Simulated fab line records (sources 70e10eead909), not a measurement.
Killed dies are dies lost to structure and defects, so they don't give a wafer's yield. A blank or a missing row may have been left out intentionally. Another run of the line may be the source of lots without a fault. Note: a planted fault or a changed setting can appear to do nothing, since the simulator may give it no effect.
Problem report in the 8D (eight disciplines) form, filled by code / flow nand harc / the parts of the form that need people (team, actions taken, sign-off) are left out

## 1. THE ISSUE
oes product au at NHARC_A_SGD_CUT_ETCH_59 reads a mean of 0.881 a.u. on 2 wafers of 2 lots; wafers without a fault read 1.004 a.u. with a standard deviation of 0.011. Measured from the usual mean, that is -11 standard deviations.
The step: etches the open film in N2/H2, target depth 260 nm, time 406.25 s.
The first sign was on wafer L113.5 at day 17 21:52, on rie diel-08. The record has a number at this step for 36 wafers belonging to 12 lots. By rule, "out" or "out of limits" means more than 4 standard deviations away from the usual mean. The rest of the wafers with a number are treated as sound.

## 2. WHAT THIS IS AND IS NOT
question=which readings at this step | is=oes product au | is not=drypump motor current A, rf vpp V, showerhead plenum p Torr, throttle valve pct
question=which lots | is=L113, L115 | is not=L102, L103, L104, L105, L109, L111, L117, L118, L995, L999
question=which wafers of those lots | is=L113.5, L115.6 | is not=L113.1, L113.6, L115.1, L115.4
question=read on which tools | is=rie diel-08 | is not=rie diel-05, rie diel-11
question=when | is=from day 17 21:52 | is not=up to then (26 sound wafers); but 8 sound wafers of L115, L117, L118 came after

## 3. THE SUSPECTS, EACH WITH WHAT RULES IT OUT
Counting: a tool at a process step up to the reading stays a suspect if it ran every lot that is out. Sound lots after the first of them don't rule it out here, since some wafers of a struck lot are sound.
- rie diel-08 at NHARC_A_SGD_CUT_ETCH_58 (etches the open film in CF4, target depth 39 nm, time 65 s): kept. Ran every lot that is out, first one L113 (day 17 21:42); last sound lot up to then L111 (day 17 17:47).
- rie diel-08 at NHARC_A_SGD_CUT_ETCH_59 (etches the open film in N2/H2, target depth 260 nm, time 406.25 s): kept. Ran every lot that is out, first one L113 (day 17 21:52); last sound lot up to then L111 (day 17 17:58). Out on those wafers are its own readings of oes product au.
- rie diel-08, NHARC_A_SGD_CUT_ETCH_58: wafers that are out in chamber 2, sound lot-mates in chambers 0, 1, 3.
- rie diel-08, NHARC_A_SGD_CUT_ETCH_59: wafers that are out in chamber 0, sound lot-mates in chambers 1, 2, 3.
The count leaves rie diel-08 at NHARC_A_SGD_CUT_ETCH_59 and rie diel-08 at NHARC_A_SGD_CUT_ETCH_58.

## 4. THE CAUSE (what the simulator had put in)
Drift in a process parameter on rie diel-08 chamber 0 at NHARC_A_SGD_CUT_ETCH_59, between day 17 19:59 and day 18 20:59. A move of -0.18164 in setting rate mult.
Counting left 2 suspects, and this tool is among them.

## 5. SEQUENCE OF EFFECTS, ordered by route
One row per reading whose mean, taken over the struck wafers that have a number, lies over 3 standard deviations from the usual. Only readings whose record carries a usual standard deviation are examined. hours: median over the lots of the time between each lot's start at the first step of this table that gives one and its start at this step. sigmas: the change, counted in usual standard deviations.
hours=0; step=NHARC_A_SGD_CUT_ETCH_59; reading=oes product au; usual=1.004 a.u.; on struck wafers=0.881; change=-0.123; sigmas=-11
The process steps in it:
- NHARC_A_SGD_CUT_ETCH_59: etches the open film in N2/H2, target depth 260 nm, time 406.25 s.
Later measuring or inspecting steps at which every struck wafer that the step has a row for has a number for every such reading, and none has moved that far: NHARC_END_SORT_01.

## 6. WHAT WOULD HAVE CAUGHT IT SOONER
The fault began at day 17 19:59; the first out-of-limits reading in this record came at day 17 21:52, 2 hours later.
